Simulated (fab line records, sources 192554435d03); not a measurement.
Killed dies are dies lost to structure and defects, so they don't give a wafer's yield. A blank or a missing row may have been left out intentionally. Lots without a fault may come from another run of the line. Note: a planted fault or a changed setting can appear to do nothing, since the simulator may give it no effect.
fab line records | flow n5_finfet
[record] lots = 9 wafers = 27 last_day = 18
route steps=1938 shown ILD0@338 SDB@347 BEOL_M4@1111 PASSIVATION@1936
lots that met no fault: taken from a fault-free run of the same line
start_h: hours from the record's opening day to when the first of the lot's shown wafers began | wait_h: time in hours since the lot's previous step | " as in the row above | L1.1+2: a row that stands for several wafers | - no value present, or no start provided | * or withheld: withheld | < > ~ a bound
route shown NAME@n: names a module that has steps shown in the file, with the first one's number in the route | usual: mean/standard deviation of fault-free wafers | same: alike in all rows | chamber/n: place in a boat | sites: readings site by site | _std_site: how widely they spread, as a standard deviation | _edge_site: outer sites' mean less inner sites' | radius_mm: how far each site lies from the wafer's centre | mask NAME#n: copy n | behind: tool/chamber where the wafer was last shaped | hold: why the lot went on hold/how many hours it stayed there/how the hold came to an end | device: which transistor (n, p or np) failed to switch | end of line: the same wafers' tests at the end of the route | for a step that has no rows: nothing shown but its recipe | killed: count of dies lost to structure and defects at first sort (not the wafer's yield) | map: a wafer's dies, x killed, . not, _ none there
set.NAME: the run value of the setting; set.NAME@STEP: its run value at that earlier step | model.NAME: the simulator's own value behind a step, which no gauge read
steps of the route over a sample of lots; a table a step, a row a wafer
services: a tool's chamber out of use, with start hour (start_h, from the record's first day; less than 0 if before it), hours out, and reason
[[steps]]
[step N5_ILD0_CMP_03]
[recipe] stop_on = SiNx t_overpolish_s = 1.9 post_cmp_clean = alkaline_brush down_force_psi = 4.1491 platen_rpm = 51.796 pad_velocity_m_s = 1.0306 target_thk_nm = 197.38
[usual] motor_current_A = 12.6/1.4 overpolish_run_s = 1.899/0.0086 retaining_ring_pressure_frac = 1.001/0.0046 time_to_endpoint_s = 70/3.4
// columns lot.wafer tool chamber start_h wait_h motor_current_A overpolish_run_s retaining_ring_pressure_frac time_to_endpoint_s
L381.4 cmp-01 0 79.22 0.1 14.1 1.880 1.000 80
L381.1 " 2 " " 14.5 1.903 1.002 73
L381.5 " 0 " " 14.9 1.903 0.996 74
L382.3 cmp-04 3 85.92 0.1 11.3 1.892 1.003 65
L382.4 " 0 " " 13.9 1.898 1.008 66
L382.5 " 2 " " 13.9 1.901 1.005 65
L384.2 cmp-04 2 100.10 0.1 14.8 1.897 1.005 67
L384.6 " 0 " " 13.4 1.896 0.997 68
L384.5 " 1 " " 11.1 1.918 0.994 73
L387.1 cmp-03 0 119.01 0.0 11.8 1.901 0.998 72
L387.4 " 2 " " 12.6 1.896 1.002 78
L387.5 " 1 " " 13.3 1.903 1.006 73
L388.1 cmp-01 2 123.47 0.1 14.5 1.888 1.011 74
L388.6 " 0 " " 13.7 1.916 1.003 71
L388.5 " 1 " " 11.1 1.891 1.001 71
L396.4 cmp-01 2 170.81 0.0 14.4 1.902 1.000 65
L396.2 " 3 " " 11.3 1.887 0.997 68
L396.5 " 3 " " 11.3 1.904 0.994 69
L398.3 cmp-03 0 180.38 0.0 11.7 1.900 1.007 69
L398.2 " 3 " " 11.7 1.900 1.005 63
L398.5 " 0 " " 11.7 1.896 1.004 66
L401.3 cmp-04 0 200.00 0.1 13.7 1.895 1.000 71
L401.5 " 3 " " 11.8 1.904 0.991 66
L401.6 " 0 " " 13.1 1.887 1.000 71
L395.3 cmp-01 3 202.95 0.0 11.4 1.893 0.997 70
L395.4 " 0 " " 14.2 1.890 1.002 75
L395.5 " 3 " " 11.0 1.905 0.998 69
[step N5_ILD0_CMP_12]
[recipe] stop_on = poly-Si material = SiNx t_overpolish_s = 6 post_cmp_clean = alkaline_brush down_force_psi = 2.5 platen_rpm = 51.8 pad_velocity_m_s = 1.0307 target_thk_nm = 17.67
[usual] motor_current_A = 9.2/1 overpolish_run_s = 6.000/0.0079 retaining_ring_pressure_frac = 1.000/0.0049 time_to_endpoint_s = 29.3/2.5
// columns lot.wafer tool chamber start_h wait_h motor_current_A overpolish_run_s retaining_ring_pressure_frac time_to_endpoint_s
L381.4 cmp-04 1 82.72 0.0 8.2 6.002 0.999 28.7
L381.1 " 2 " " 10.2 6.000 0.995 20.9
L381.5 " 2 " " 10.9 5.993 0.995 27.7
L382.4 cmp-03 1 89.67 0.1 10.0 6.001 1.004 28.1
L382.3 " 2 " " 8.9 5.992 1.003 29.9
L382.5 " 0 " " 8.5 6.004 1.003 29.6
L384.2 cmp-04 1 104.06 1.2 8.8 5.994 0.995 32.2
L384.6 " 0 " " 10.0 6.001 1.000 29.2
L384.5 " 1 " " 8.3 6.012 0.995 30.3
L387.4 cmp-01 0 122.55 1.1 10.2 5.990 0.996 31.8
L387.1 " 3 " " 7.9 5.998 0.995 28.2
L387.5 " 0 " " 10.1 6.012 0.982 31.0
L388.1 cmp-03 1 127.23 1.2 10.0 5.998 0.994 23.7
L388.6 " 0 " " 8.7 5.998 1.010 29.4
L388.5 " 1 " " 9.2 5.992 0.995 25.1
L396.4 cmp-04 1 174.35 0.0 7.9 6.011 0.992 34.3
L396.2 " 3 " " 8.5 6.005 0.996 26.1
L396.5 " 2 " " 10.5 6.007 1.008 30.4
L398.2 cmp-04 3 184.15 1.2 8.5 5.998 1.000 28.1
L398.3 " 1 " " 8.0 5.983 0.999 33.6
L398.5 " 3 " " 8.8 6.008 0.999 27.2
L401.3 cmp-03 1 203.54 1.2 9.5 5.995 0.996 29.5
L401.5 " 0 " " 8.7 5.986 1.005 31.3
L401.6 " 1 " " 10.5 5.996 0.995 27.9
L395.3 cmp-04 1 206.49 1.1 8.4 5.993 1.002 31.8
L395.4 " 2 " " 10.3 5.994 1.004 30.6
L395.5 " 1 " " 8.7 5.999 0.998 33.5
[step N5_SDB_HM_DEP_00]
[recipe] material = SiNx target_thk_a = 400 temp_c = 400 precursor = SiH4/NH3/N2 pressure_torr = 1.5 rf_w = 300 time_s = 35.3
[usual] heater_power_w = 828/82 rf_fwd_power_W = 297.8/1.1 showerhead_plenum_p_Torr = 5.12/0.038 throttle_valve_pct = 39.2/2.1
// columns lot.wafer tool chamber start_h wait_h heater_power_w rf_fwd_power_W showerhead_plenum_p_Torr throttle_valve_pct
L381.1 pecvd-04 1 83.08 0.0 809 299.3 5.17 38.3
L381.4 " 1 " " 798 298.6 5.17 38.1
L381.5 " 0 " " 742 295.7 5.08 40.5
L382.3 pecvd-03 1 89.99 0.0 837 298.2 5.13 42.2
L382.4 " 0 " " 938 297.1 5.10 39.2
L382.5 " 2 " " 919 298.2 5.14 34.9
L384.2 pecvd-03 0 104.38 0.0 933 297.8 5.10 39.1
L384.5 " 2 " " 928 296.6 5.15 34.9
L384.6 " 1 " " 730 298.4 5.14 42.7
L387.1 pecvd-03 1 122.91 0.0 796 300.6 5.13 42.1
L387.4 " 2 " " 943 299.0 5.15 34.9
L387.5 " 0 " " 939 297.3 5.11 39.3
L388.1 pecvd-03 0 127.55 0.0 908 296.9 5.10 39.3
L388.5 " 0 " " 909 296.8 5.10 39.1
L388.6 " 1 " " 871 299.0 5.12 42.3
L396.2 pecvd-04 0 174.71 0.0 752 296.4 5.09 40.7
L396.4 " 1 " " 899 299.3 5.16 38.4
L396.5 " 2 " " 743 298.7 5.10 37.6
L398.2 pecvd-04 2 184.47 0.0 659 298.8 5.10 37.7
L398.3 " 1 " " 872 298.5 5.17 38.4
L398.5 " 1 " " 894 298.8 5.16 38.6
L401.3 pecvd-03 0 203.86 0.0 942 297.5 5.11 39.8
L401.5 " 0 " " 790 298.0 5.10 39.7
L401.6 " 2 " " 843 296.0 5.15 35.2
L395.3 pecvd-03 1 206.84 0.0 756 297.8 5.12 42.2
L395.4 " 2 " " 947 298.2 5.15 35.2
L395.5 " 0 " " 840 298.1 5.09 39.7
[step N5_SDB_CD_MEAS_11]
[recipe] target_cd_nm = 50 landing_energy_ev = 500 detector = se_inlens polarity = opening
[usual] cd_nm = 50.4/1.2
// columns lot.wafer tool chamber start_h wait_h cd_nm
L381.1 cd_sem-02 0 83.41 - 49.4
L381.4 " 0 " " 50.1
L381.5 " 0 " " 51.0
L382.3 cd_sem-01 0 90.44 - 51.1
L382.4 " 0 " " 50.6
L382.5 " 0 " " 50.1
L384.2 cd_sem-01 0 104.83 - 49.4
L384.5 " 0 " " 49.2
L384.6 " 0 " " 49.3
L387.1 cd_sem-02 0 123.36 - 50.1
L387.4 " 0 " " 49.5
L387.5 " 0 " " 49.3
L388.1 cd_sem-02 0 128.03 - 51.0
L388.5 " 0 " " 51.2
L388.6 " 0 " " 50.7
L396.2 cd_sem-01 0 175.03 - 51.4
L396.4 " 0 " " 50.7
L396.5 " 0 " " 50.1
L398.2 cd_sem-01 0 184.92 - 50.6
L398.3 " 0 " " 51.8
L398.5 " 0 " " 50.7
L401.3 cd_sem-03 0 204.31 - 50.2
L401.5 " 0 " " 50.3
L401.6 " 0 " " 50.2
L395.3 cd_sem-03 0 207.17 - 52.5
L395.4 " 0 " " 50.8
L395.5 " 0 " " 52.0
[step N5_SDB_HM_OPEN_20]
[recipe] chemistry = CH3F/O2 target = SiNx mask_material = SOC target_depth_a = 240 stop_on = poly-Si over_etch_frac = 0.4 ion_energy_ev = 120 pressure_mtorr = 30 source_w = 395 bias_w = 73 Ar_flow_sccm = 150 CH3F_flow_sccm = 30 O2_flow_sccm = 20
[usual] drypump_motor_current_A = 5.8/0.44 oes_ar_750_au = 0.77/0.055 oes_f_703_au = 0.77/0.057 oes_product_au = 0.64/0.046 rf_fwd_power_W = 391.9/1.6 rf_vpp_V = 296/4.6 showerhead_plenum_p_Torr = 2.01/0.055 throttle_valve_pct = 16.41/0.22
// columns lot.wafer tool chamber start_h wait_h drypump_motor_current_A oes_ar_750_au oes_f_703_au oes_product_au rf_fwd_power_W rf_hours_counter_h rf_vpp_V showerhead_plenum_p_Torr throttle_valve_pct
L381.1 rie_diel-02 2 83.73 0.0 6.6 0.79 0.79 0.63 393.8 140 294 2.11 16.77
L381.4 " 1 " " 5.8 0.81 0.82 0.66 390.1 122 294 2.02 16.49
L381.5 " 3 " " 5.2 0.74 0.74 0.61 391.6 - 295 2.01 16.24
L382.3 rie_diel-04 1 90.75 0.0 5.5 0.88 0.88 0.70 389.6 50 296 2.04 16.41
L382.4 " 0 " " 5.3 0.75 0.76 0.60 393.4 173 290 2.00 16.36
L382.5 " 2 " " 6.0 0.82 0.81 0.68 392.9 - 296 2.03 16.02
L384.2 rie_diel-01 0 105.15 0.0 5.9 0.75 0.75 0.63 395.5 144 291 1.92 16.16
L384.5 " 3 " " 6.7 0.73 0.72 0.62 390.0 - 302 2.07 16.64
L384.6 " 0 " " 5.9 0.76 0.75 0.64 393.5 - 293 1.92 16.16
L387.1 rie_diel-04 0 123.67 0.0 5.3 0.74 0.76 0.71 391.7 184 287 2.00 16.36
L387.4 " 1 " " 5.5 0.86 0.87 0.84 390.9 62 296 2.04 16.46
L387.5 " 0 " " 5.3 0.74 0.75 0.72 391.3 - 289 2.00 16.38
L388.1 rie_diel-01 1 128.35 0.0 6.2 0.87 0.86 0.85 391.0 54 302 2.03 16.42
L388.5 " 1 " " 6.2 0.87 0.86 0.86 392.7 - 303 2.03 16.42
L388.6 " 0 " " 5.9 0.75 0.74 0.75 394.1 - 293 1.91 16.19
L396.2 rie_diel-04 2 175.76 0.0 6.0 0.78 0.77 0.65 391.8 95 294 2.02 16.07
L396.4 " 1 " " 5.6 0.83 0.85 0.66 390.2 - 296 2.03 16.48
L396.5 " 0 " " 5.3 0.73 0.74 0.58 391.9 - 287 1.99 16.41
L398.2 rie_diel-04 2 185.59 0.0 6.0 0.79 0.77 0.64 391.0 100 296 2.02 16.08
L398.3 " 0 " " 5.3 0.72 0.74 0.58 393.5 209 289 1.99 16.43
L398.5 " 0 " " 5.3 0.72 0.74 0.58 391.5 - 288 1.99 16.41
L401.3 rie_diel-01 1 204.69 0.0 6.2 0.82 0.82 0.69 394.6 84 303 2.02 16.45
L401.5 " 2 " " 5.6 0.76 0.76 0.65 392.1 - 300 1.91 16.38
L401.6 " 1 " " 6.2 0.82 0.82 0.71 393.3 - 302 2.02 16.43
L395.3 rie_diel-01 3 207.72 0.0 6.6 0.70 0.68 0.58 390.7 243 302 2.06 16.72
L395.4 " 0 " " 5.9 0.73 0.71 0.61 390.0 182 292 1.90 16.22
L395.5 " 2 " " 5.6 0.75 0.74 0.64 392.9 - 299 1.91 16.39
[step N5_BEOL_M4_RC_MEAS_101]
[usual] DIBL_N = 36.1/1.6 DIBL_P = 35.8/2.1 IOFF_N = 0.16/0.031 IOFF_P = 0.21/0.034 ION_N = 673/12 ION_P = 461/7.2 SS_N = 71.4/0.59 SS_P = 73.3/0.63 VT_N = 250/3.1 VT_P = -250/3.3
// columns lot.wafer tool chamber start_h wait_h DIBL_N[mV/V] DIBL_P[mV/V] IOFF_N[nA/um] IOFF_P[nA/um] ION_N[uA/um] ION_P[uA/um] SS_N[mV/dec] SS_P[mV/dec] VT_N[mV] VT_P[mV]
L381.1 prober-02 0 180.90 0.0 34.4 35.0 0.13 0.17 658 451 70.6 73.4 253 -252
L381.4 " 0 " " 36.0 36.9 0.16 0.21 686 467 71.6 73.6 250 -251
L381.5 " 0 " " 36.2 36.9 0.16 0.20 670 457 71.4 73.9 250 -253
L382.3 prober-02 0 201.06 0.3 36.3 36.9 0.17 0.21 683 459 71.6 73.3 250 -253
L382.4 " 0 " " 36.1 37.0 0.17 0.21 677 457 71.6 73.4 249 -253
L382.5 " 0 " " 38.2 39.6 0.23 0.27 687 465 72.3 74.0 243 -249
L384.2 prober-01 0 210.33 0.2 35.0 35.2 0.14 0.18 666 455 71.4 72.9 251 -255
L384.5 " 0 " " 33.3 31.9 0.10 0.14 649 445 70.9 72.0 261 -256
L384.6 " 0 " " 35.1 35.1 0.14 0.18 662 452 70.7 73.5 252 -255
L387.1 prober-02 0 233.51 0.0 37.3 37.4 0.17 0.23 678 468 71.3 73.4 246 -247
L387.4 " 0 " " 36.4 35.5 0.14 0.18 667 453 70.6 73.6 251 -253
L387.5 " 0 " " 36.4 36.1 0.15 0.21 668 454 70.6 73.7 251 -251
L388.1 prober-01 0 234.95 0.0 35.4 36.1 0.14 0.17 667 452 71.0 73.5 253 -256
L388.5 " 0 " " 35.0 35.7 0.14 0.17 676 460 71.0 72.2 251 -255
L388.6 " 0 " " 35.7 36.6 0.14 0.18 664 452 71.4 73.3 254 -255
L396.2 prober-01 0 281.00 0.2 36.2 36.4 0.15 0.20 669 461 70.9 73.8 250 -251
L396.4 " 0 " " 35.7 36.7 0.14 0.20 673 465 71.5 73.3 251 -250
L396.5 " 0 " " 38.9 39.9 0.20 0.25 676 463 72.4 74.3 246 -247
L398.2 prober-02 0 295.19 0.2 35.3 34.9 0.15 0.23 667 470 71.1 73.2 253 -247
L398.3 " 0 " " 37.0 37.4 0.18 0.26 670 470 71.5 73.6 247 -247
L398.5 " 0 " " 37.0 35.8 0.18 0.23 675 465 71.3 73.6 249 -247
L401.3 prober-02 0 310.34 0.3 34.9 36.0 0.16 0.20 682 463 71.6 73.4 248 -247
L401.5 " 0 " " 35.4 36.3 0.17 0.21 674 461 71.3 74.2 248 -248
L401.6 " 0 " " 36.7 38.3 0.21 0.24 688 463 72.0 73.9 242 -248
L395.3 prober-01 0 320.46 0.3 36.0 35.9 0.17 0.24 672 463 71.7 73.3 250 -246
L395.4 " 0 " " 35.1 33.0 0.16 0.19 687 470 71.0 72.7 248 -250
L395.5 " 0 " " 37.1 36.0 0.18 0.23 669 461 71.3 73.4 246 -248
[step N5_PASSIVATION_PROBE_49]
[usual] defect_limited_yield = 91.0/1.5 killed_at_M0_to_M3 = 35/11 killed_at_M4_up = 13/6 killed_at_contacts = 14/6.5 killed_at_front_end = 40/12 killed_at_other = 4/3.4 killed_dies = 106/18 killed_open = 68/14 killed_short = 35/7.7 sort_bin_5_function = 5.2/0.98 sort_bin_6_memory = 3.4/0.72 sort_n_pass = 1074/18 sort_yield_pct = 91.0/1.5
[same] gross_dies = 1180 killed_at_back_side = 0 sort_bin_4_leakage[%] = 0 sort_bin_8_speed[%] = 0
// columns lot.wafer tool chamber start_h wait_h defect_limited_yield[%] killed_at_M0_to_M3 killed_at_M4_up killed_at_contacts killed_at_front_end killed_at_other killed_dies killed_open killed_short sort_bin_5_function[%] sort_bin_6_memory[%] sort_n_pass sort_yield_pct[%]
L388.6 prober-02 - 337.99 0.3 90.9 33 12 8 36 18 107 57 43 5.1 3.5 1073 90.9
L387.1 prober-01 - 345.05 0.0 92.3 34 11 5 36 5 91 48 40 4.4 3.1 1089 92.3
L387.4 prober-01 - 345.20 0.2 91.1 36 14 16 38 1 105 69 34 5.5 3.1 1075 91.1
L387.5 prober-01 - 345.25 0.2 90.0 30 18 31 38 1 118 69 36 6.4 3.2 1062 90.0
// killed by level:class
L388.6 FIN_SAQP:geometric_particle:short=9 MIM_TOP_ETCH:geometric_particle:short=9 BEOL_M1:geometric_particle:open=9 MOL_CONTACT_COAG:geometric_particle:open=7 FIN_SAQP:geometric_particle:open=6 BEOL_M0_SAQP:geometric_particle:short=6 MIM_TOP_ETCH:geometric_particle:open=6 BEOL_M0_SAQP:geometric_particle:open=5
L387.1 BEOL_M0_SAQP:geometric_particle:open=9 BEOL_M0_SAQP:geometric_particle:short=7 BEOL_M1:geometric_particle:open=7 FIN_SAQP:geometric_particle:short=6 STARTING-WAFER:geometric_particle:open=5 GATE_CUT:geometric_particle:short=4 STARTING-WAFER:geometric_particle:short=4 MOL_CONTACT_COAG:geometric_particle:open=3
L387.4 MOL_CONTACT_COAG:geometric_particle:open=13 BEOL_M3:geometric_particle:open=8 BEOL_M1:geometric_particle:short=8 SPACER0:geometric_particle:open=6 BEOL_M0_SAQP:geometric_particle:open=6 STARTING-WAFER:geometric_particle:open=6 STI_FIN_REVEAL:geometric_particle:open=5 BEOL_M0_SAQP:geometric_particle:short=5
L387.5 MOL_CONTACT_COAG:geometric_particle:open=24 SDB:area_open=12 BEOL_M0_SAQP:geometric_particle:short=10 BEOL_M0_SAQP:geometric_particle:open=8 GATE_CUT:geometric_particle:short=7 MOL_CONTACT_COAG:geometric_particle:short=7 GATE_CUT:geometric_particle:open=5 BEOL_M5:geometric_particle:open=5
[[services]]
// columns tool chamber start_h hours kind
rie_diel-02 1 60.94 12.0 repair
cmp-03 - 64.19 0.9 repair
rie_diel-01 1 68.06 6.8 repair
pecvd-04 2 83.32 2.2 repair
cmp-03 - 84.15 0.6 repair
cmp-01 - 86.37 2.5 repair
cmp-04 - 87.17 0.8 repair
cmp-04 - 89.54 4.1 pm
rie_diel-01 1 98.46 4.6 repair
pecvd-03 2 112.02 2.1 scheduled_down
cmp-04 - 117.69 8.8 repair
pecvd-03 2 127.03 15.7 repair
cmp-03 - 147.38 4.0 pm
rie_diel-04 3 149.90 3.7 repair
cmp-03 - 151.38 - consumable_replace:conditioner
pecvd-03 1 158.18 2.1 scheduled_down
cmp-04 - 158.55 12.5 pm
rie_diel-02 2 165.11 1.6 repair
rie_diel-02 1 169.68 5.5 repair
rie_diel-02 - 176.27 14.6 pm
cmp-03 - 181.03 5.0 pm
cmp-01 - 182.90 1.0 repair
cmp-01 - 190.13 0.5 repair
rie_diel-04 0 192.97 14.7 repair
[[key]]
[first_sign] step = N5_SDB_HM_OPEN_20 reading = oes_product_au direction = up sigmas = 3.3 usual = 0.64 struck = 0.79
effect none on later readings
met_at N5_SDB_HM_DEP_00
struck_lots L387,L388
not_acting_at N5_ILD0_CMP_03,N5_ILD0_CMP_12,N5_SDB_CD_MEAS_11
onset_between 104.38 122.91
[fault] kind = process_parameter_drift tool = pecvd-03 chamber = - onset_h = 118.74 steps = N5_SDB_HM_DEP_00 channel = time_s offset = * shape = step end_h = 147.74 acts_in = * stated = *
